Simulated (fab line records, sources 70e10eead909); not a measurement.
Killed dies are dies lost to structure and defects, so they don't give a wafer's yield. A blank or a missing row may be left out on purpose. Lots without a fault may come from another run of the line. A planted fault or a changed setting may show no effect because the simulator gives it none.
Chamber matching | flow nand_harc | NHARC_P_M2_PRE_CLEAN_32 on pecvd-04: 3 sister chambers
The step time 12 s. 3 wafers are shown with their chamber, then 9 later ones without.

WAFERS WITH THEIR CHAMBER
wafer  | chamber | heater_power_w (W)
L265.5 | 0       | 674
L271.5 | 1       | 691
L271.6 | 2       | 534

WAFERS WITHOUT THEIR CHAMBER
wafer  | heater_power_w (W)
L275.1 | 620
L275.2 | 722
L275.3 | 577
L280.1 | 770
L280.4 | 756
L280.6 | 540
L281.3 | 514
L281.4 | 527
L281.6 | 650

WHICH CHAMBER EACH WENT THROUGH
wafer  | from the rows above          | in truth
L275.1 | can't be placed: 0 or 1 or 2 | 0
L275.2 | can't be placed: 1 or 0      | 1
L275.3 | can't be placed: 2 or 0 or 1 | 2
L280.1 | can't be placed: 1 or 0      | 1
L280.4 | can't be placed: 1 or 0      | 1
L280.6 | 2                            | 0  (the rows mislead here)
L281.3 | 2                            | 2
L281.4 | 2                            | 2
L281.6 | can't be placed: 0 or 1      | 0
Placed correctly: 2 of 9. Can't be placed from these rows: 6 (the true chamber is among the candidates in 6). Placed wrongly: 1.
How it was worked out, from the rows above alone: a wafer's distance from a chamber is the root of the sum, over the readings, of the square of ((its reading less the chamber's mean) divided by the reading's scatter). The wafer belongs to the nearest chamber; if the next one is less than 2 further off, it can't be placed. A chamber's mean is the mean of its shown wafers. The scatter: with one shown wafer a chamber, the root of the mean of the squares of how far each hidden wafer lies from its nearest shown one.
